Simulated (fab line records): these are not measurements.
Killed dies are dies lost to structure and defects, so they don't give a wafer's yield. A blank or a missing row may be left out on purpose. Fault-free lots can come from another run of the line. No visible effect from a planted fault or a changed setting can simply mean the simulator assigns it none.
A lot that was struck, set against a sound lot || flow n5_finfet || 29 steps out of a route of 1938
Sound: these wafers, L437.3, L437.4, L437.5. The struck wafers were L427.1, L427.2, L427.6. The cause is named last.
Each step with rows lists, per side, the tool, then ch with its chambers, then its first start. Under that, the readings that differ: sound wafers || struck wafers || difference of the means || sigmas: that difference in standard deviations of wafers without a fault.
alike: a reading whose means differ by less than 2 such deviations, as well as words and numbers matching on both sides. not compared: withheld readings; readings where some wafer has no value; bounds like >300 that might hide an equal value; numbers whose values overlap and for which the record gives no deviation.
A row with sigmas, a row that says differs or no value, or rows on one side alone: a step with any of these is where the two part. Numbers that have no deviation but don't overlap get no sigmas and don't part them. Lack of a reading on every wafer of one side parts them only where that side has two or more wafers.

first, 2 steps without rows for these wafers: N5_BEOL_M9_ETCH_76 (etches underlayer in N2/H2, target depth 6.5 nm, time 5.2 s); N5_BEOL_M9_ETCH_65 (etches SiARC in CF4, target depth 15.6 nm, time 26 s).
N5_BEOL_M9_ETCH_66: etches SOC in N2/H2, target depth 80 nm, overetch 16 nm, time 120 s.
  sound on rie_diel-01 ch 2,3, day 14 10:53; struck on rie_diel-06 ch 2,3, day 11 03:55
  alike: drypump_motor_current_A, oes_product_au, rf_vpp_V, showerhead_plenum_p_Torr, throttle_valve_pct
  not compared: rf_hours_counter_h
then, 7 steps without rows for these wafers: N5_BEOL_M9_STRIP_69 (strips in N2/H2); N5_BEOL_M9_STRIP_77 (strips in N2/H2); N5_BEOL_M9_VIA_ETCH_34 (etches SiCOH lowk in C4F6/O2, target depth 182.4 nm, time 68.4 s); N5_BEOL_M9_STRIP_73 (strips in C4F6/O2); N5_BEOL_M9_STRIP_36 (strips in N2/H2); N5_BEOL_M9_TRENCH_ETCH_37 (etches SiCOH lowk in C4F6/O2, target depth 151.43 nm, time 49 s); N5_BEOL_M9_ETCH_41 (etches SiCN in CH3F/O2, target depth 36.6 nm, time 70.1 s).
N5_BEOL_M9_STRIP_80: strips in N2/H2, time 10 s.
  sound: rie_diel-01 ch 2,3; struck: rie_diel-06 ch 2,3
{"reading": "bias_power_w (W)", "sound": "7.003 7.003 7.007", "struck": "6.957 6.962 6.955", "difference": -0.046, "sigmas": -2}
  alike: chamber_pressure_mTorr, drypump_motor_current_A, oes_product_au, rf_vpp_V, showerhead_plenum_p_Torr, throttle_valve_pct
  not compared: rf_hours_counter_h
N5_BEOL_M9_OCD_MEAS_38:
  struck on ocd-02, day 11 04:17; sound on ocd-02, day 14 11:16
  alike: trench_depth_nm
N5_BEOL_M9_HM_STRIP_39: strips TiN in peroxide tin strip, target depth 25 nm, time 158 s.
  sound on wet_bench-04 ch 3,5,6, day 14 11:18; struck on wet_bench-03 ch 0,2,3, day 11 04:19
  no value came back on the struck wafers for bath_guard_temp_C (C), bath_heat_duty_pct (%), time_s (s); on the sound wafers bath_guard_temp_C (C) reads 49.8 50.2 50.5
{"reading": "model.TiN_of_BEOL_M9_HM_DEP_02.thk_nm (nm)", "sound": "0 0 0", "struck": "16 16 16.2", "difference": "+16", "sigmas": ""}
then, 1 step without rows for these wafers: N5_BEOL_M9_SRD_40 (time 30 s).
N5_BEOL_M9_PRECLEAN_42: cleans in residue remover, time 60 s.
  sound on wet_bench-04 ch 3,5,6, day 14 11:22; struck on wet_bench-03 ch 0,2,3, day 11 04:23
{"reading": "model.TiN_of_BEOL_M9_HM_DEP_02.thk_nm (nm)", "sound": "0 0 0", "struck": "5 5 5.2", "difference": "+5", "sigmas": ""}
then, 1 step without rows for these wafers: N5_BEOL_M9_SRD_43 (time 30 s).
N5_BEOL_M9_CD_MEAS_35: target cd 70 nm, target cd y 40 nm.
  struck on cd_sem-02, day 11 04:26; sound on cd_sem-03, day 14 11:26
  alike: cd_nm
then, 3 steps without rows for these wafers: N5_BEOL_M9_CURE_72 (cures SiCOH lowk, time 120 s); N5_BEOL_M9_DEGAS_44 (time 60 s); N5_BEOL_M9_PRE_CLEAN_45 (time 30 s).
N5_BEOL_M9_ALD_74: deposits TaN, target thk 2 nm, pulse time 2 s, purge time 3 s.
  sound on ald_metal-01 ch 1,2,3, day 14 11:54; struck on ald_metal-04 ch 1,2,3, day 11 05:29
  alike: heater_power_w
then, 2 steps without rows for these wafers: N5_BEOL_M9_SURFACE_TREAT_79; N5_BEOL_M9_CVD_78 (deposits Co from CCTBA/H2, target thk 2 nm, time 138.9 s).
N5_BEOL_M9_SPUTTER_48: material Cu, target thk 12 nm, time 2 s.
  struck on pvd_sputter-03, day 11 06:07; sound on pvd_sputter-02, day 14 12:27
  alike: cathode_dc_power_W, throttle_valve_pct
then, 1 step without rows for these wafers: N5_BEOL_M9_ECD_50 (material Cu, target thk 318 nm).
N5_BEOL_M9_ANNEAL_51: time 90 s.
  sound on rtp_anneal-01 ch 0, day 14 12:53; struck on rtp_anneal-01 ch 0, day 11 06:22
  alike: anneal_temp_c_max, wafer_temp_C_max
N5_BEOL_M9_CMP_52: polishes, stops on SiCOH lowk, t overpolish 7 s, target thk 140 nm.
  sound on cmp-04 ch 0,1,3, day 14 13:10; struck on cmp-02 ch 0,2,3, day 11 06:39
{"reading": "barrier_field_endpoint_s (s)", "sound": "28.2 28.8 28.2", "struck": "33.9 33.3 35.4", "difference": "+5.8", "sigmas": "+9"}
  alike: head_pressure_psi, motor_current_A, slurry_flow_ml_min
N5_BEOL_M9_THK_MEAS_53: measures by xrf.
  struck on film_metro-02, day 11 06:57; sound on film_metro-02, day 14 13:28
  alike: M9_THK
-- a jump in the record: the struck wafers' starts before and after are 2 days apart (it breaks off in module BEOL_M9 and resumes in module PASSIVATION, where the first step shown is number 1936 of the route) --
N5_PASSIVATION_PROBE_49:
  struck on prober-01, day 13 18:38; sound on prober-01, day 16 23:23
{"reading": "killed_at_M0_to_M3", "sound": "29 24 20", "struck": "58 46 39", "difference": "+23", "sigmas": "+2"}
  alike: defect_limited_yield, killed_at_M4_up, killed_at_contacts, killed_at_front_end, killed_at_other, killed_dies, killed_open, killed_short, sort_bin_5_function, sort_bin_6_memory, sort_bin_8_speed, sort_n_pass, sort_yield_pct

== WHERE THEY PART ==
First at N5_BEOL_M9_STRIP_80; last, within this record, at N5_PASSIVATION_PROBE_49.

WHY: whatever the simulator had introduced
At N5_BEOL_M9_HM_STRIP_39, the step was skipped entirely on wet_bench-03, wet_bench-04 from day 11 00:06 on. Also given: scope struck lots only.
